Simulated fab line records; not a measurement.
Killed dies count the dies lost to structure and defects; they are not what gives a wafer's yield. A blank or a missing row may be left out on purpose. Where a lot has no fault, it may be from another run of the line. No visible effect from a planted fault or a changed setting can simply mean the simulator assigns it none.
fab line records -- flow n5Finfet
record: lots: 4, wafers: 12, lastDay: 16
route steps=1938 shown BEOL_M0_SAQP@652 BEOL_M4@1111 PASSIVATION@1936
lots that met no fault: from a run of the same line without faults
startH: hours from the record's opening day to when the first of the lot's shown wafers began -- waitH: hours elapsed since this lot's preceding step -- " same as the row above -- L1.1+2: one row covering several wafers at once -- - either no value or no given start -- * or withheld: withheld -- < > ~ a bound
route shown NAME@n: a module of which the file shows steps, and the number in the route of the first -- usual: mean and standard deviation over wafers with no fault -- same: alike in all rows -- chamber/n: place in a boat -- sites: readings site by site -- _std_site: standard deviation across them -- _edge_site: mean of outer sites minus mean of inner sites -- radiusMm: for every site, how far away it sits from the centre of the wafer -- mask NAME#n: copy n -- behind: the most recent tool/chamber to have shaped the wafer -- hold: cause of the lot's hold/its duration in hours/its outcome -- device: whichever transistor did not switch (one of n, p or np) -- end of line: the tests these same wafers got at the end of their route -- for a step that has no rows: nothing shown but its recipe -- killed: not the wafer's yield, but the dies lost to structure and defects at the first sort -- map: dies across one wafer; x = killed, . = not, _ = none there
set.NAME: setting as actually run; set.NAME@STEP: the setting as run at that earlier step -- model.NAME: the simulator's own value behind a step, which no gauge read
lots at selected steps of the route; one table per step, one row per wafer
services: a tool's chamber out of use, with start hour (startH, from the record's first day; less than 0 if before it), hours out, and reason
== steps ==
step: N5_BEOL_M0_SAQP_DESCUM_19
recipe: chemistry: O2, timeS: 7.9, sourcePowerW: 50, biasPowerW: 20, pressureMtorr: 20, rfFrequencyHz: 2.712e+07, tempC: 40, resist: CAR-ArF, o2FlowSccm: 225
step: N5_BEOL_M0_SAQP_ETCH_83
recipe: chemistry: CF4, target: SiARC, targetDepthA: 390, maskMaterial: CAR-ArF, timeS: 65, ionEnergyEv: 80, pressureMtorr: 40, sourceW: 545, biasW: 36, Ar_flow_sccm: 100, cf4FlowSccm: 100, ends: cleared
step: N5_BEOL_M0_SAQP_ETCH_84
recipe: chemistry: N2/H2, target: SOC, targetDepthA: 1000, overetchA: 200, maskMaterial: SiARC, tempC: 40, timeS: 150, ionEnergyEv: 200, pressureMtorr: 30, sourceW: 840, biasW: 150, n2FlowSccm: 200, h2FlowSccm: 200
step: N5_BEOL_M0_SAQP_STRIP_80
recipe: chemistry: N2/H2, tempC: 40, n2FlowSccm: 200, h2FlowSccm: 200, rfFrequencyHz: 6e+07
step: N5_BEOL_M0_SAQP_HM_OPEN_112
recipe: chemistry: CHF3/O2, target: SiO2, stopOn: a-Si, targetDepthA: 120, overEtchFrac: 1.25, maskMaterial: SOC, timeS: 13.5, pressureMtorr: 30, sourceW: 650, biasW: 170, Ar_flow_sccm: 200, CHF3_flow_sccm: 50, O2_flow_sccm: 5, ionEnergyEv: 200, ends: endPoint
step: N5_BEOL_M0_SAQP_STRIP_113
recipe: chemistry: CHF3/O2, resist: SiARC, rfFrequencyHz: 6e+07
step: N5_BEOL_M0_SAQP_MANDREL_ETCH_20
recipe: targetDepthA: 600, chemistry: HBr/Cl2, target: a-Si, stopOn: SiNx, btTimeS: 10, maskMaterial: SOC, overEtchFrac: 0.5, timeS: 30, pressureMtorr: 10, icpW: 800, biasW: 75, HBr_flow_sccm: 150, Cl2_flow_sccm: 80, ends: endPoint
step: N5_BEOL_M0_SAQP_STRIP_86
recipe: chemistry: N2/H2, powerW: 500, tempC: 40, pressureMtorr: 50, rfFrequencyHz: 6e+07, overashFraction: 0.3, biasPowerW: 28, h2Frac: 0.5, n2FlowSccm: 300, h2FlowSccm: 300
step: N5_BEOL_M0_SAQP_STRIP_115
recipe: chemistry: postEtchResidueRemover, timeS: 60, tempC: 25, removerPh: withheld, removerWaterWtPct: withheld, removerFluorideWtPct: withheld
step: N5_BEOL_M0_SAQP_SRD_93
recipe: dry: ipaMarangoni, timeS: 30, tempC: 23, rinseLiquid: diw
step: N5_BEOL_M0_SAQP_RECESS_114
recipe: chemistry: HF/NH3, target: SiO2, targetDepthA: 144, afsCycles: 3, tempC: 30, sublimationTempC: 180, sublimationTimeS: 60
usual: afsCycles: 3/0, drypumpMotorCurrentA: 5.8/0.63, forelinePTorr: 0.1280/0.00044
lot.wafer,tool,chamber,startH,waitH,afsCycles,drypumpMotorCurrentA,forelinePTorr,model.SiO2_of_BEOL_M0_SAQP_HM_DEP_111.thkNm,model.SiNx_of_BEOL_M0_SAQP_PECVD_97.thkNm
L192.3,vaporEtch-01,0,128.00,0.1,-,-,-,12,17.6
L192.5,vaporEtch-01,1,128.00,0.1,-,-,-,12.4,18.2
L192.6,vaporEtch-01,0,128.00,0.1,-,-,-,12.2,18.2
L193.2,vaporEtch-02,1,132.01,0.0,-,-,-,12,18.2
L193.3,vaporEtch-02,0,132.01,0.0,-,-,-,11.8,18.2
L193.5,vaporEtch-02,0,132.01,0.0,-,-,-,12,18.6
L197.1,vaporEtch-01,0,152.79,0.0,3,4.8,0.1277,0,15.4
L197.2,vaporEtch-01,1,152.79,0.0,3,6.1,0.1275,0,15.4
L197.6,vaporEtch-01,1,152.79,0.0,3,6.1,0.1279,0,15.6
L206.1,vaporEtch-01,0,209.11,0.0,3,4.8,0.1277,0,15.4
L206.4,vaporEtch-01,1,209.11,0.0,3,6.1,0.1273,0,15.4
L206.5,vaporEtch-01,0,209.11,0.0,3,4.8,0.1281,0,15.4
step: N5_BEOL_M0_SAQP_SPACER1_ALD_98
recipe: material: SiO2, targetThkA: 128, tempC: 300, aldPrecursorFamily: BDEAS, aldCoReactant: O2-plasma, pulseTimeS: 1, purgeTimeS: 2, coReactantPurgeTimeS: 2, aldCycles: 138, pressureTorr: 2
step: N5_BEOL_M0_SAQP_SPACER1_ETCHBACK_99
recipe: chemistry: CHF3/O2, mode: anisotropicEtchback, target: SiO2, targetDepthA: 154, timeS: 7.7, pressureMtorr: 30, sourceW: 650, biasW: 170, Ar_flow_sccm: 200, CHF3_flow_sccm: 50, O2_flow_sccm: 5, ionEnergyEv: 200
step: N5_BEOL_M0_SAQP_MANDREL1_REMOVE_100
recipe: chemistry: HBr/Cl2/O2, btTimeS: 10, target: a-Si, stopOn: SiNx, endpoint: OES-SiCl, overEtchFrac: 0.85, icpW: 600, biasW: 30, HBr_flow_sccm: 150, Cl2_flow_sccm: 80, O2_flow_sccm: 5, pressureMtorr: 10
step: N5_BEOL_M0_SAQP_ETCH_101
recipe: chemistry: CH3F/O2, target: SiNx, maskMaterial: SiO2, targetDepthA: 299, timeS: 42.7, pressureMtorr: 30, sourceW: 395, biasW: 73, Ar_flow_sccm: 150, CH3F_flow_sccm: 30, O2_flow_sccm: 20, ionEnergyEv: 120
step: N5_BEOL_M0_SAQP_ETCH_102
recipe: chemistry: CF4, target: SiO2, targetDepthA: 40, ionEnergyEv: 350, timeS: 4.4, pressureMtorr: 10, icpW: 800, biasW: 400, cf4FlowSccm: 80
step: N5_BEOL_M0_SAQP_MANDREL_ETCH_103
recipe: chemistry: HBr/Cl2, target: a-Si, targetDepthA: 450, btTimeS: 10, stopOn: SiCN, maskMaterial: SiO2, overEtchFrac: 0.8, timeS: 27, pressureMtorr: 10, icpW: 800, biasW: 75, HBr_flow_sccm: 150, Cl2_flow_sccm: 80, ends: endPoint
step: N5_BEOL_M0_SAQP_RECESS_104
recipe: chemistry: HF/NH3, target: SiO2, targetDepthA: 180, afsCycles: 3, tempC: 30, sublimationTempC: 180, sublimationTimeS: 60
step: N5_BEOL_M0_SAQP_COAT_105
recipe: resist: SOC, tempC: 250, timeS: 60, spinRpm: 1500, resistThkNm: 100
step: N5_BEOL_M0_SAQP_ETCH_106
recipe: chemistry: N2/H2, target: SOC, targetDepthA: 1500, stopOn: SiNx, ionEnergyEv: 100, biasW: 61, pressureMtorr: 30, sourceW: 850, n2FlowSccm: 200, h2FlowSccm: 200
usual: drypumpMotorCurrentA: 5.7/0.61, oesProductAu: 0.80/0.093, rfVppV: 240.5/1.2, showerheadPlenumPTorr: 2.53/0.065, throttleValvePct: 17.79/0.29
lot.wafer,tool,chamber,startH,waitH,drypumpMotorCurrentA,oesProductAu,rfHoursCounterH,rfVppV,showerheadPlenumPTorr,throttleValvePct,model.SiNx_of_BEOL_M0_SAQP_PECVD_97.thkNm
L192.3,rieDiel-04,0,129.96,-,5.8,0.67,231,243.6,2.62,18.42,17.4
L192.5,rieDiel-04,3,129.96,-,6.6,0.73,-,239.3,2.44,18.09,17.8
L192.6,rieDiel-04,2,129.96,-,5.7,0.92,-,241.9,2.62,18.01,17.8
L193.2,rieDiel-01,2,133.87,-,6.1,1.01,1,239.9,2.52,17.45,17.8
L193.3,rieDiel-01,0,133.87,-,4.7,0.91,30,240.6,2.58,17.52,17.8
L193.5,rieDiel-01,1,133.87,-,5.2,0.72,-,240.9,2.52,18.12,18.2
L197.1,rieDiel-01,0,154.79,-,4.7,0.89,36,242.9,2.58,17.51,15
L197.2,rieDiel-01,3,154.79,-,6.4,0.87,48,238.6,2.49,17.63,15
L197.6,rieDiel-01,3,154.79,-,6.4,0.88,-,240.5,2.49,17.64,15.2
L206.1,rieDiel-01,2,210.87,-,6.2,0.92,25,240.4,2.51,17.48,15
L206.4,rieDiel-01,0,210.87,-,4.8,0.87,54,242.5,2.57,17.54,15
L206.5,rieDiel-01,1,210.87,-,5.2,0.70,-,239.6,2.51,18.18,15
step: N5_BEOL_M0_SAQP_ETCH_107
recipe: chemistry: CH3F/O2, target: SiNx, targetDepthA: 300, maskMaterial: SOC, pressureMtorr: 30, sourceW: 395, biasW: 73, Ar_flow_sccm: 150, CH3F_flow_sccm: 30, O2_flow_sccm: 20, ionEnergyEv: 120
step: N5_BEOL_M4_RC_MEAS_101
usual: DIBL_N: 35.9/1.7, DIBL_P: 36.0/2.2, IOFF_N: 0.16/0.031, IOFF_P: 0.21/0.039, ION_N: 678/13, ION_P: 464/8.8, SS_N: 71.5/0.61, SS_P: 73.2/0.68, VT_N: 249/3.3, VT_P: -250/3.8
lot.wafer,tool,chamber,startH,waitH,DIBL_N[mV/V],DIBL_P[mV/V],IOFF_N[nA/um],IOFF_P[nA/um],ION_N[uA/um],ION_P[uA/um],SS_N[mV/dec],SS_P[mV/dec],VT_N[mV],VT_P[mV]
L197.1,prober-01,0,217.23,0.0,35.9,35.5,0.15,0.18,683,459,70.9,73.0,250,-254
L197.2,prober-01,0,217.23,0.0,33.9,32.5,0.11,0.15,662,453,70.3,72.9,254,-256
L197.6,prober-01,0,217.23,0.0,36.3,35.2,0.15,0.18,667,449,71.6,73.1,252,-255
L206.1,prober-02,0,265.12,0.0,36.7,38.0,0.17,0.22,680,463,71.7,74.4,249,-252
L206.4,prober-02,0,265.12,0.0,36.1,37.2,0.16,0.21,675,462,71.6,74.1,251,-251
L206.5,prober-02,0,265.12,0.0,34.8,35.6,0.15,0.18,671,461,71.7,73.1,252,-255
step: N5_PASSIVATION_PROBE_49
usual: defectLimitedYield: 90.9/1.5, killed_at_M0_to_M3: 36/10, killed_at_M4_up: 13/5.5, killedAtContacts: 12/5.6, killedAtFrontEnd: 42/12, killedAtOther: 4/3.2, killedDies: 108/18, killedOnRim: 15/4.1, killedOpen: 71/13, killedShort: 34/7.8, sort_bin_5_function: 5.4/1, sort_bin_6_memory: 3.4/0.68, sortNPass: 1072/18, sortYieldPct: 90.9/1.5
same: grossDies: 1180, killedAtBackSide: 0, sort_bin_4_leakage[%]: 0, sort_bin_8_speed[%]: 0
lot.wafer,tool,chamber,startH,waitH,defectLimitedYield[%],killed_at_M0_to_M3,killed_at_M4_up,killedAtContacts,killedAtFrontEnd,killedAtOther,killedDies,killedOnRim,killedOpen,killedShort,sort_bin_5_function[%],sort_bin_6_memory[%],sortNPass,sortYieldPct[%]
L192.3,prober-02,-,283.44,0.1,0,1095,25,10,48,2,1180,152,75,46,96.3,3.3,0,0
L192.5,prober-02,-,283.54,0.2,0,1083,16,12,59,10,1180,152,100,29,94.8,4.7,0,0
L192.6,prober-02,-,283.59,0.3,0,1103,11,21,32,13,1180,152,69,34,95.3,4.4,0,0
L193.2,prober-02,-,289.21,0.1,0,1099,10,11,59,1,1180,152,73,34,95.8,3.9,0,0
L193.3,prober-02,-,289.26,0.1,0,1108,14,6,49,3,1180,152,78,31,96.2,3.6,0,0
L193.5,prober-02,-,289.36,0.2,0,1120,12,7,40,1,1180,152,52,36,96.5,3.0,0,0
L197.1,prober-01,-,320.15,0.0,91.4,45,10,15,32,0,102,13,66,33,5.8,2.5,1078,91.4
L197.2,prober-01,-,320.20,0.1,93.3,31,7,4,34,3,79,11,54,24,3.6,2.9,1101,93.3
L197.6,prober-01,-,320.40,0.3,94.2,26,7,12,23,0,68,13,45,23,3.7,2.0,1112,94.2
killed by level:class
L192.3 BEOL_M0_SAQP:areaRecess=1059 FIN_SAQP:geometricParticle:open=13 BEOL_M0_SAQP:geometricParticle:short=11 BEOL_M4:geometricParticle:open=10 BEOL_M2:geometricParticle:open=9 MOL_CONTACT_COAG:geometricParticle:open=8 GATE_CUT:geometricParticle:short=7 BEOL_M0_SAQP:geometricParticle:open=7
L192.5 BEOL_M0_SAQP:areaRecess=1049 FIN_SAQP:geometricParticle:open=28 STI_FIN_REVEAL:geometricParticle:open=10 BEOL_M1:geometricParticle:open=10 BEOL_M2:geometricParticle:open=10 BEOL_M4:geometricParticle:open=8 MOL_CONTACT_COAG:geometricParticle:open=7 PAD_METAL:geometricParticle:open=6
L192.6 BEOL_M0_SAQP:areaRecess=1077 MOL_CONTACT_COAG:geometricParticle:open=18 FIN_SAQP:geometricParticle:open=11 PAD_METAL:geometricParticle:short=8 BEOL_M0_SAQP:geometricParticle:open=5 BEOL_M0_SAQP:geometricParticle:short=5 BEOL_M2:geometricParticle:open=5 PAD_METAL:geometricParticle:open=5
L193.2 BEOL_M0_SAQP:areaRecess=1072 FIN_SAQP:geometricParticle:open=16 FIN_SAQP:geometricParticle:short=13 STI_FIN_REVEAL:geometricParticle:open=11 BEOL_M0_SAQP:geometricParticle:open=10 MOL_CONTACT_COAG:geometricParticle:open=8 BEOL_M0_SAQP:geometricParticle:short=6 GATE_CUT:geometricParticle:open=4
L193.3 BEOL_M0_SAQP:areaRecess=1071 STI_FIN_REVEAL:geometricParticle:open=15 BEOL_M0_SAQP:geometricParticle:short=8 BEOL_M1:geometricParticle:open=8 FIN_SAQP:geometricParticle:open=7 DUMMY_GATE:geometricParticle:open=7 BEOL_M3:geometricParticle:open=7 FIN_SAQP:geometricParticle:short=6
L193.5 BEOL_M0_SAQP:areaRecess=1091 STI_FIN_REVEAL:geometricParticle:open=8 BEOL_M0_SAQP:geometricParticle:short=8 FIN_SAQP:geometricParticle:short=5 DUMMY_GATE:geometricParticle:open=5 BEOL_M2:geometricParticle:open=5 BEOL_M3:geometricParticle:open=5 FIN_SAQP:geometricParticle:open=4
L197.1 FIN_SAQP:geometricParticle:open=13 MOL_CONTACT_COAG:geometricParticle:open=11 BEOL_M3:geometricParticle:open=9 BEOL_M0_SAQP:geometricParticle:short=9 BEOL_M2:geometricParticle:open=9 FIN_SAQP:geometricParticle:short=7 BEOL_M0_SAQP:geometricParticle:open=5 MOL_CONTACT_COAG:geometricParticle:short=4
L197.2 FIN_SAQP:geometricParticle:open=11 BEOL_M0_SAQP:geometricParticle:open=7 BEOL_M0_SAQP:geometricParticle:short=7 FIN_SAQP:geometricParticle:short=6 DUMMY_GATE:geometricParticle:open=5 BEOL_M1:geometricParticle:open=5 BEOL_M2:geometricParticle:open=5 MOL_CONTACT_COAG:geometricParticle:open=4
L197.6 MOL_CONTACT_COAG:geometricParticle:open=10 BEOL_M1:geometricParticle:open=6 BEOL_M0_SAQP:geometricParticle:short=6 BEOL_M0_SAQP:geometricParticle:open=6 BEOL_M2:geometricParticle:open=6 DUMMY_GATE:geometricParticle:open=5 FIN_SAQP:geometricParticle:open=4 ILD0:geometricParticle:short=3
map L192.3 (x killed, . not)
_________________xxxxxxxxxxxx________________
______________xxxxxxxxxxxxxxxxxx_____________
___________xxxxxxxxxxxxxxxxxxxxxxxx__________
__________xxxxxxxxxxxxxxxxxxxxxxxxxx_________
________xxxxxxxxxxxxxxxxxxxxxxxxxxxxxx_______
_______xxxxxxxxxxxxxxxxxxxxxxxxxxxxxxxx______
______xxxxxxxxxxxxxxxxxxxxxxxxxxxxxxxxxx_____
_____xxxxxxxxxxxxxxxxxxxxxxxxxxxxxxxxxxxx____
____xxxxxxxxxxxxxxxxxxxxxxxxxxxxxxxxxxxxxx___
___xxxxxxxxxxxxxxxxxxxxxxxxxxxxxxxxxxxxxxxx__
___xxxxxxxxxxxxxxxxxxxxxxxxxxxxxxxxxxxxxxxx__
__xxxxxxxxxxxxxxxxxxxxxxxxxxxxxxxxxxxxxxxxxx_
__xxxxxxxxxxxxxxxxxxxxxxxxxxxxxxxxxxxxxxxxxx_
_xxxxxxxxxxxxxxxxxxxxxxxxxxxxxxxxxxxxxxxxxxxx
_xxxxxxxxxxxxxxxxxxxxxxxxxxxxxxxxxxxxxxxxxxxx
_xxxxxxxxxxxxxxxxxxxxxxxxxxxxxxxxxxxxxxxxxxxx
_xxxxxxxxxxxxxxxxxxxxxxxxxxxxxxxxxxxxxxxxxxxx
_xxxxxxxxxxxxxxxxxxxxxxxxxxxxxxxxxxxxxxxxxxxx
_xxxxxxxxxxxxxxxxxxxxxxxxxxxxxxxxxxxxxxxxxxxx
_xxxxxxxxxxxxxxxxxxxxxxxxxxxxxxxxxxxxxxxxxxxx
_xxxxxxxxxxxxxxxxxxxxxxxxxxxxxxxxxxxxxxxxxxxx
__xxxxxxxxxxxxxxxxxxxxxxxxxxxxxxxxxxxxxxxxxx_
__xxxxxxxxxxxxxxxxxxxxxxxxxxxxxxxxxxxxxxxxxx_
___xxxxxxxxxxxxxxxxxxxxxxxxxxxxxxxxxxxxxxxx__
___xxxxxxxxxxxxxxxxxxxxxxxxxxxxxxxxxxxxxxxx__
____xxxxxxxxxxxxxxxxxxxxxxxxxxxxxxxxxxxxxx___
_____xxxxxxxxxxxxxxxxxxxxxxxxxxxxxxxxxxxx____
______xxxxxxxxxxxxxxxxxxxxxxxxxxxxxxxxxx_____
_______xxxxxxxxxxxxxxxxxxxxxxxxxxxxxxxx______
________xxxxxxxxxxxxxxxxxxxxxxxxxxxxxx_______
__________xxxxxxxxxxxxxxxxxxxxxxxxxx_________
___________xxxxxxxxxxxxxxxxxxxxxxxx__________
______________xxxxxxxxxxxxxxxxxx_____________
_________________xxxxxxxxxxxx________________
map L193.2 (x killed, . not)
_________________xxxxxxxxxxxx________________
______________xxxxxxxxxxxxxxxxxx_____________
___________xxxxxxxxxxxxxxxxxxxxxxxx__________
__________xxxxxxxxxxxxxxxxxxxxxxxxxx_________
________xxxxxxxxxxxxxxxxxxxxxxxxxxxxxx_______
_______xxxxxxxxxxxxxxxxxxxxxxxxxxxxxxxx______
______xxxxxxxxxxxxxxxxxxxxxxxxxxxxxxxxxx_____
_____xxxxxxxxxxxxxxxxxxxxxxxxxxxxxxxxxxxx____
____xxxxxxxxxxxxxxxxxxxxxxxxxxxxxxxxxxxxxx___
___xxxxxxxxxxxxxxxxxxxxxxxxxxxxxxxxxxxxxxxx__
___xxxxxxxxxxxxxxxxxxxxxxxxxxxxxxxxxxxxxxxx__
__xxxxxxxxxxxxxxxxxxxxxxxxxxxxxxxxxxxxxxxxxx_
__xxxxxxxxxxxxxxxxxxxxxxxxxxxxxxxxxxxxxxxxxx_
_xxxxxxxxxxxxxxxxxxxxxxxxxxxxxxxxxxxxxxxxxxxx
_xxxxxxxxxxxxxxxxxxxxxxxxxxxxxxxxxxxxxxxxxxxx
_xxxxxxxxxxxxxxxxxxxxxxxxxxxxxxxxxxxxxxxxxxxx
_xxxxxxxxxxxxxxxxxxxxxxxxxxxxxxxxxxxxxxxxxxxx
_xxxxxxxxxxxxxxxxxxxxxxxxxxxxxxxxxxxxxxxxxxxx
_xxxxxxxxxxxxxxxxxxxxxxxxxxxxxxxxxxxxxxxxxxxx
_xxxxxxxxxxxxxxxxxxxxxxxxxxxxxxxxxxxxxxxxxxxx
_xxxxxxxxxxxxxxxxxxxxxxxxxxxxxxxxxxxxxxxxxxxx
__xxxxxxxxxxxxxxxxxxxxxxxxxxxxxxxxxxxxxxxxxx_
__xxxxxxxxxxxxxxxxxxxxxxxxxxxxxxxxxxxxxxxxxx_
___xxxxxxxxxxxxxxxxxxxxxxxxxxxxxxxxxxxxxxxx__
___xxxxxxxxxxxxxxxxxxxxxxxxxxxxxxxxxxxxxxxx__
____xxxxxxxxxxxxxxxxxxxxxxxxxxxxxxxxxxxxxx___
_____xxxxxxxxxxxxxxxxxxxxxxxxxxxxxxxxxxxx____
______xxxxxxxxxxxxxxxxxxxxxxxxxxxxxxxxxx_____
_______xxxxxxxxxxxxxxxxxxxxxxxxxxxxxxxx______
________xxxxxxxxxxxxxxxxxxxxxxxxxxxxxx_______
__________xxxxxxxxxxxxxxxxxxxxxxxxxx_________
___________xxxxxxxxxxxxxxxxxxxxxxxx__________
______________xxxxxxxxxxxxxxxxxx_____________
_________________xxxxxxxxxxxx________________
== services ==
tool,chamber,startH,hours,kind
rieDiel-01,2,107.64,-,clean
rieDiel-01,2,107.64,-,consumableReplace:focusRing
rieDiel-01,2,107.64,24.5,scheduledDown
rieDiel-01,2,107.64,24.5,ventCycle
vaporEtch-01,-,115.02,0.4,repair
rieDiel-04,1,129.49,9.0,repair
rieDiel-04,0,130.52,10.4,repair
rieDiel-04,1,139.52,4.0,repair
rieDiel-04,0,197.34,-,clean
rieDiel-04,0,197.34,-,consumableReplace:focusRing
rieDiel-04,0,197.34,18.8,scheduledDown
rieDiel-04,0,197.34,18.8,ventCycle
== key ==
firstSign: step: N5_BEOL_M0_SAQP_RECESS_114, reading: toolRecord, direction: missing
effect: step: N5_PASSIVATION_PROBE_49, reading: killed_at_M0_to_M3, direction: up, sigmas: 99+, usual: 36, struck: 1101
modelEffect: step: N5_BEOL_M0_SAQP_RECESS_114, value: SiO2_of_BEOL_M0_SAQP_HM_DEP_111.thkNm, without: 0, struck: 12.07
modelEffect: step: N5_BEOL_M0_SAQP_ETCH_106, value: SiNx_of_BEOL_M0_SAQP_PECVD_97.thkNm, without: 15.6, struck: 17.8
moreKillsBornAt: N5_BEOL_M0_SAQP_RECESS_114@vaporEtch-02: 3233, N5_BEOL_M0_SAQP_RECESS_114@vaporEtch-01: 3185
metAt N5_BEOL_M0_SAQP_RECESS_114
struckWafers L192.3,L192.5,L192.6,L193.2,L193.3,L193.5
laterRowsLeftOut L192.3,L192.5,L192.6,L193.2,L193.3,L193.5
fault: kind: skippedStepWhole, tool: vaporEtch-01,vaporEtch-02, chamber: -, onsetH: 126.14, steps: N5_BEOL_M0_SAQP_RECESS_114, scope: struckLotsOnly
laterRowsLeftOut: the simulator's readings of these wafers behind a module that went badly wrong aren't trusted and aren't shown, but for the sort
